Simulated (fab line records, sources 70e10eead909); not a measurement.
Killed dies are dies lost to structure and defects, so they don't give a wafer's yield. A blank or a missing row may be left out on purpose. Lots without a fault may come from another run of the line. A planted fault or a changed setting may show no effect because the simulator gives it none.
fab line records | flow nand_harc
record lots=5 wafers=15 last_day=24
route steps=1159 shown A_CONTACT@847 END@1159
lots that met no fault: from a run of the same line without faults
start_h: hours from the record's first day to the start of the lot's first wafer shown | wait_h: hours since the lot's step before | " the same as in the row above | L1.1+2: a row that stands for several wafers | - no value, or no start given | * or withheld: withheld | < > ~ a bound
route shown NAME@n: a module of which the file shows steps, and the number in the route of the first | usual: mean/standard deviation of fault-free wafers | same: alike in all rows | chamber/n: place in a boat | sites: the reading at each site | _std_site: their standard deviation | _edge_site: outer sites' mean less inner sites' | radius_mm: how far each site lies from the wafer's centre | mask NAME#n: copy n | behind: the tool/chamber that last shaped the wafer | hold: why the lot was held/for how many hours/how that ended | device: the transistor (n, p or np) that didn't switch | end of line: the same wafers' tests at the end of the route | a step without rows: its recipe alone | killed: dies lost to structure and defects at the first sort, not the wafer's yield | map: a wafer's dies, x killed, . not, _ none there
set.NAME: the setting as run; set.NAME@STEP: as run at that earlier step | model.NAME: the simulator's own value behind a step, which no gauge read
lots at some steps of the route; a table a step, a row a wafer
services: from which hour (start_h, from the record's first day; less than 0 if before it) a tool's chamber was out of use, for how many hours, and why
## steps
# step NHARC_A_CONTACT_COAT_35
# recipe temp_c=225 time_s=65
# step NHARC_A_CONTACT_COAT_36
# recipe spin_rpm=1500 resist_thk_nm=90
# step NHARC_A_CONTACT_SOFTBAKE_37
# recipe temp_c=105 time_s=55
# step NHARC_A_CONTACT_EBR_38
# step NHARC_A_CONTACT_EXPOSE_39
# recipe na=1.35 sigma_outer=0.8 dose_mj=58.79 mask_id=A_CC_3
# step NHARC_A_CONTACT_PEB_40
# recipe peb_temp_c=100 peb_time_s=65
# step NHARC_A_CONTACT_DEVELOP_41
# recipe develop_time_s=35 dev_temp_c=23
# step NHARC_A_CONTACT_CD_MEAS_42
# recipe target_cd_nm=200 landing_energy_ev=500
# usual cd_nm=199.6/0.7
# columns lot.wafer tool chamber start_h wait_h cd_nm
L634.1 cd_sem-01 0 379.27 - 198.9
L634.3 " 0 " " 198.9
L634.4 " 0 " " 200.1
L639.3 cd_sem-02 0 424.13 - 198.9
L639.4 " 0 " " 197.8
L639.6 " 0 " " 199.8
L641.2 cd_sem-03 0 452.36 - 199.6
L641.3 " 0 " " 199.6
L641.5 " 0 " " 199.8
L651.1 cd_sem-01 0 494.02 - 201.0
L651.2 " 0 " " 199.9
L651.6 " 0 " " 200.2
L652.3 cd_sem-02 0 498.86 - 199.2
L652.4 " 0 " " 201.0
L652.5 " 0 " " 199.7
# step NHARC_A_CONTACT_OVL_MEAS_43
# usual overlay_x_nm=-0.2/0.96 overlay_y_nm=-0.2/0.88
# columns lot.wafer tool chamber start_h wait_h overlay_x_nm overlay_y_nm
L634.1 overlay-02 - 379.36 - -1.3 2.1
L634.3 " - " " -1.3 2.6
L634.4 " - " " -1.3 1.4
L639.3 overlay-01 - 424.22 - 0.3 -0.3
L639.4 " - " " -0.1 0.3
L639.6 " - " " 0.5 1.0
L641.2 overlay-01 - 452.45 - -1.7 0.9
L641.3 " - " " -1.4 0.7
L641.5 " - " " -1.9 0.6
L651.1 overlay-01 - 494.11 - 0.5 -1.3
L651.2 " - " " 0.8 -1.1
L651.6 " - " " 1.0 -1.2
L652.3 overlay-01 - 498.95 - -1.5 -1.1
L652.4 " - " " -1.2 -1.2
L652.5 " - " " -1.6 -1.0
# step NHARC_A_CONTACT_INSPECT_44
# usual raw_defect_count=25/11
# columns lot.wafer tool chamber start_h wait_h raw_defect_count
L634.1 defect_inspect-01 - 379.39 0.0 23
L634.3 " - " " 14
L634.4 " - " " 29
L639.3 defect_inspect-01 - 424.27 0.1 29
L639.4 " - " " 18
L639.6 " - " " 25
L641.2 defect_inspect-02 - 452.49 0.0 50
L641.3 " - " " 44
L641.5 " - " " 59
L651.1 defect_inspect-01 - 494.14 0.0 13
L651.2 " - " " 14
L651.6 " - " " 18
L652.3 defect_inspect-01 - 498.98 0.0 20
L652.4 " - " " 17
L652.5 " - " " 16
# step NHARC_A_CONTACT_DESCUM_47
# recipe time_s=3 o2_flow_sccm=200 ar_flow_sccm=0 bias_power_w=0 chemistry=O2
# usual drypump_motor_current_A=5.7/0.4 oes_product_au=0.997/0.013 rf_vpp_V=57.8/0.82 showerhead_plenum_p_Torr=1.89/0.058 throttle_valve_pct=11.310/0.0094
# columns lot.wafer tool chamber start_h wait_h drypump_motor_current_A oes_product_au rf_hours_counter_h rf_vpp_V showerhead_plenum_p_Torr throttle_valve_pct
L634.1 rie_diel-08 3 379.45 0.1 5.3 0.997 35 59.2 1.95 11.317
L634.4 " 0 " " 6.2 1.009 27 57.9 1.80 11.317
L634.3 " 2 " " 5.9 1.001 34 57.9 1.96 11.315
L639.4 rie_diel-02 1 424.33 0.1 6.0 1.004 33 57.3 1.97 11.300
L639.3 " 0 " " 5.0 0.993 28 57.8 1.91 11.310
L639.6 " 1 " " 6.0 1.005 - 58.5 1.96 11.309
L641.3 rie_diel-08 1 452.56 0.1 5.0 0.995 62 56.8 1.84 11.317
L641.2 " 2 " " 5.9 1.001 60 59.8 1.95 11.324
L641.5 " 0 " " 6.1 1.008 - 57.6 1.79 11.336
L651.1 rie_diel-02 2 494.21 0.1 5.9 0.993 54 57.5 1.81 11.308
L651.2 " 0 " " 5.1 0.985 50 57.6 1.90 11.297
L651.6 " 2 " " 5.9 1.009 - 57.1 1.81 11.307
L652.3 rie_diel-05 0 499.05 0.1 6.0 0.988 27 58.9 1.92 11.302
L652.4 " 1 " " 5.8 1.005 27 58.1 1.86 11.314
L652.5 " 3 " " 5.8 1.013 - 58.5 1.95 11.316
# step NHARC_A_CONTACT_ETCH_48
# recipe target_depth_a=390 over_etch_frac=0.3 time_s=65 ion_energy_ev=80 cf4_flow_sccm=150 ar_flow_sccm=0 rf_w=300 bias_w=100 chemistry=CF4
# usual drypump_motor_current_A=5.8/0.4 oes_product_au=0.997/0.014 rf_fwd_power_W=297.4/1.1 rf_vpp_V=150.9/1 run_length_s=86.4/0.4 showerhead_plenum_p_Torr=1.75/0.051 throttle_valve_pct=13.283/0.0091
# columns lot.wafer tool chamber start_h wait_h drypump_motor_current_A oes_product_au rf_fwd_power_W rf_hours_counter_h rf_vpp_V run_length_s showerhead_plenum_p_Torr throttle_valve_pct
L634.3 rie_diel-08 2 379.54 0.1 5.9 0.986 298.0 34 150.1 86.5 1.81 13.291
L634.4 " 0 " " 6.1 1.007 298.6 27 149.6 86.5 1.67 13.293
L634.1 " 1 " " 5.0 0.995 296.7 31 151.8 86.0 1.71 13.284
L639.4 rie_diel-02 1 424.41 0.1 6.0 1.002 298.2 33 151.5 86.6 1.81 13.292
L639.3 " 0 " " 5.1 0.991 298.0 28 149.7 85.7 1.76 13.285
L639.6 " 2 " " 5.9 0.983 296.6 - 150.0 85.9 1.69 13.298
L641.3 rie_diel-08 2 452.68 0.1 5.9 1.004 297.3 60 150.8 86.8 1.80 13.282
L641.2 " 3 " " 5.3 0.998 299.2 62 150.7 86.5 1.80 13.266
L641.5 " 2 " " 5.9 0.996 297.1 - 150.7 86.6 1.80 13.295
L651.1 rie_diel-02 3 494.35 0.1 6.1 1.014 296.1 51 150.2 87.2 1.75 13.275
L651.2 " 0 " " 5.1 0.992 297.0 50 150.2 86.0 1.76 13.283
L651.6 " 2 " " 5.9 1.000 297.6 - 150.4 86.2 1.68 13.281
L652.3 rie_diel-05 2 499.13 0.1 6.1 0.985 296.7 27 152.2 86.4 1.72 13.286
L652.4 " 1 " " 5.8 1.008 297.0 27 151.1 86.1 1.72 13.282
L652.5 " 3 " " 5.7 1.020 296.9 - 151.3 86.1 1.80 13.287
# step NHARC_A_CONTACT_ETCH_49
# recipe target_depth_a=2600 over_etch_frac=0.3 time_s=475.3 ion_energy_ev=200 n2_flow_sccm=150 h2_flow_sccm=150 ar_flow_sccm=0 rf_w=400 bias_w=150 chemistry=N2/H2
# usual drypump_motor_current_A=5.7/0.4 h2_flow_sccm=149.9/0.42 oes_product_au=0.995/0.013 rf_fwd_power_W=399.5/1.2 rf_vpp_V=429.8/2 run_length_s=496.7/0.36 showerhead_plenum_p_Torr=2.01/0.064 throttle_valve_pct=14.172/0.0097
# columns lot.wafer tool chamber start_h wait_h drypump_motor_current_A h2_flow_sccm oes_product_au rf_fwd_power_W rf_hours_counter_h rf_vpp_V run_length_s showerhead_plenum_p_Torr throttle_valve_pct
L634.3 rie_diel-08 1 379.66 - 5.0 149.9 0.997 400.3 32 428.1 496.7 1.97 14.178
L634.4 " 2 " " 5.9 150.3 0.995 399.2 34 431.4 497.6 2.09 14.152
L634.1 " 0 " " 6.1 150.1 1.015 398.9 28 427.5 497.4 1.91 14.170
L639.3 rie_diel-02 1 424.54 - 6.0 149.9 0.992 398.7 33 432.1 496.8 2.10 14.189
L639.4 " 2 " " 5.9 149.9 0.977 401.0 32 426.7 496.7 1.93 14.165
L639.6 " 0 " " 5.1 150.0 0.982 400.2 - 429.5 496.4 2.03 14.188
L641.2 rie_diel-08 2 452.77 - 5.9 150.1 0.994 396.9 60 431.0 497.0 2.08 14.167
L641.3 " 1 " " 5.0 149.5 0.976 396.8 62 428.5 497.1 1.96 14.172
L641.5 " 2 " " 5.9 149.8 0.993 - - 433.3 403.3 2.08 14.167
L651.2 rie_diel-02 1 494.44 - 6.0 149.8 0.988 399.7 56 431.7 496.8 2.09 14.179
L651.1 " 3 " " 6.2 150.5 1.003 397.4 51 431.0 497.1 2.02 14.174
L651.6 " 2 " " 5.9 150.3 0.991 399.9 - 427.9 497.0 1.93 14.166
L652.3 rie_diel-05 1 499.22 - 5.8 149.8 1.008 398.8 27 428.5 496.4 1.98 14.157
L652.4 " 0 " " 6.0 149.5 0.981 401.8 27 430.9 496.9 2.05 14.200
L652.5 " 2 " " 6.1 150.0 0.975 397.7 - 429.4 496.3 1.97 14.177
# step NHARC_A_CONTACT_ETCH_50
# recipe target_depth_a=847 time_s=42.4 cf4_flow_sccm=100 chf3_flow_sccm=30 ar_flow_sccm=0 rf_w=500 bias_w=200 chemistry=CF4/CHF3
# usual drypump_motor_current_A=5.7/0.39 oes_product_au=0.939/0.026 rf_fwd_power_W=493.9/2.1 rf_vpp_V=370.0/1.8 run_length_s=63.9/0.36 showerhead_plenum_p_Torr=1.56/0.046 throttle_valve_pct=16.802/0.0095
# columns lot.wafer tool chamber start_h wait_h drypump_motor_current_A oes_product_au rf_fwd_power_W rf_hours_counter_h rf_vpp_V run_length_s showerhead_plenum_p_Torr throttle_valve_pct
L634.3 rie_diel-08 2 - - 5.9 0.927 493.8 34 370.2 64.2 1.61 16.800
L634.1 " 3 " " 5.3 0.927 496.8 35 372.6 64.0 1.61 16.803
L634.4 " 0 " " 6.1 0.951 493.6 28 367.4 63.9 1.48 16.813
L639.3 rie_diel-02 3 - - 6.2 0.972 495.9 29 371.2 64.3 1.56 16.804
L639.4 " 2 " " 5.9 0.945 492.8 32 368.4 64.0 1.50 16.801
L639.6 " 0 " " 5.0 0.961 494.6 - 370.0 63.5 1.57 16.813
L641.2 rie_diel-08 3 - - 5.3 0.924 495.5 62 371.1 64.3 1.60 16.800
L641.3 " 0 " " 6.1 0.928 493.5 59 366.8 63.8 1.47 16.800
L641.5 " 3 " " 5.3 0.922 494.5 - 369.7 64.1 1.60 16.800
L651.2 rie_diel-02 3 - - 6.2 0.929 491.0 52 371.8 64.2 1.56 16.800
L651.1 " 0 " " 5.0 0.909 495.7 50 368.8 63.7 1.56 16.808
L651.6 " 1 " " 6.0 0.919 493.4 - 370.7 63.9 1.61 16.808
L652.3 rie_diel-05 1 - - 5.8 0.986 493.6 27 369.7 64.2 1.53 16.799
L652.4 " 3 " " 5.7 0.981 492.8 19 370.5 63.1 1.60 16.807
L652.5 " 1 " " 5.8 0.982 493.4 - 369.4 63.6 1.53 16.806
# step NHARC_END_SORT_01
# recipe temp_c=25
# usual killed_at_array=26/9.1 killed_at_other=0.7/0.9 killed_at_periphery=3.6/2.8 killed_dies=30/9.2 killed_open=3.0/1.9 killed_short=2.0/1.4
# same gross_dies=677
# columns lot.wafer tool chamber start_h wait_h killed_at_array killed_at_other killed_at_periphery killed_dies killed_open killed_short
L651.1 prober-01 0 569.62 2.5 16 2 1 19 2 1
L651.2 prober-01 0 570.44 2.8 16 2 3 21 3 3
L651.6 prober-01 0 573.70 4.1 23 0 4 27 5 1
# killed by level:class
L651.1 A_CHANNEL_HOLE_D1:chamber_film_flake=4 A_CONTACT:chamber_film_flake=4 A_CHANNEL_FILL_D1:chamber_film_flake=2 THIN_TSV:chamber_film_flake=2 A_CHANNEL_HOLE_D1:geometric_particle:open=1 A_SGD_CUT:geometric_particle:short=1 A_M0:geometric_particle:open=1 P_CONTACT:chamber_film_flake=1
L651.2 A_CHANNEL_HOLE_D1:chamber_film_flake=7 A_ZERO_WELL:chamber_film_flake=2 THIN_TSV:chamber_film_flake=2 A_SLIT:chamber_film_flake=2 A_CONTACT:chamber_film_flake=2 P_GATE:geometric_particle:open=1 P_CONTACT:geometric_particle:open=1 P_M2:geometric_particle:open=1
L651.6 A_CHANNEL_HOLE_D1:chamber_film_flake=12 A_CONTACT:chamber_film_flake=4 A_CHANNEL_FILL_D1:chamber_film_flake=3 P_GATE:geometric_particle:open=1 P_M0:geometric_particle:open=1 P_M1:geometric_particle:open=1 A_WL_FILL:geometric_particle:open=1 A_CONTACT:geometric_particle:open=1
## services
# columns tool chamber start_h hours kind
rie_diel-08 0 360.09 - clean
rie_diel-08 1 360.09 - clean
rie_diel-08 2 360.09 - clean
rie_diel-08 3 360.09 - clean
rie_diel-02 0 362.10 - clean
rie_diel-02 1 362.10 - clean
rie_diel-02 2 362.10 - clean
rie_diel-02 3 362.10 - clean
rie_diel-02 3 384.07 6.7 repair
rie_diel-08 0 384.59 - clean
rie_diel-08 1 384.59 - clean
rie_diel-08 2 384.59 - clean
rie_diel-08 3 384.59 - clean
rie_diel-02 0 386.60 - clean
rie_diel-02 1 386.60 - clean
rie_diel-02 2 386.60 - clean
rie_diel-08 0 409.21 - clean
rie_diel-08 1 409.21 - clean
rie_diel-08 2 409.21 - clean
rie_diel-08 3 409.21 - clean
rie_diel-02 0 411.10 - clean
rie_diel-02 0 446.67 2.1 repair
rie_diel-08 - 478.82 9.0 pm
rie_diel-05 0 492.03 5.2 repair
## key
first_sign step=NHARC_A_CONTACT_ETCH_49 reading=run_length_s direction=down sigmas=99+ usual=* struck=*
effect none on later readings
met_at NHARC_A_CONTACT_ETCH_49
struck_wafers L641.5
tester_left_out L641
onset_between 379.66 452.77
fault kind=process_parameter_drift tool=rie_diel-08 chamber=- onset_h=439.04 steps=NHARC_A_CONTACT_ETCH_49 channel=time_s offset=* shape=step end_h=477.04 scope=struck_wafers_only acts_in=* stated=*
# tester_left_out: of these lots the tester's yield and bins aren't shown, on N5 and GAA mostly nor the transistor test; their killed dies are dies lost to structure and defects alone, not to doping, threshold or leakage, so they don't give the yield
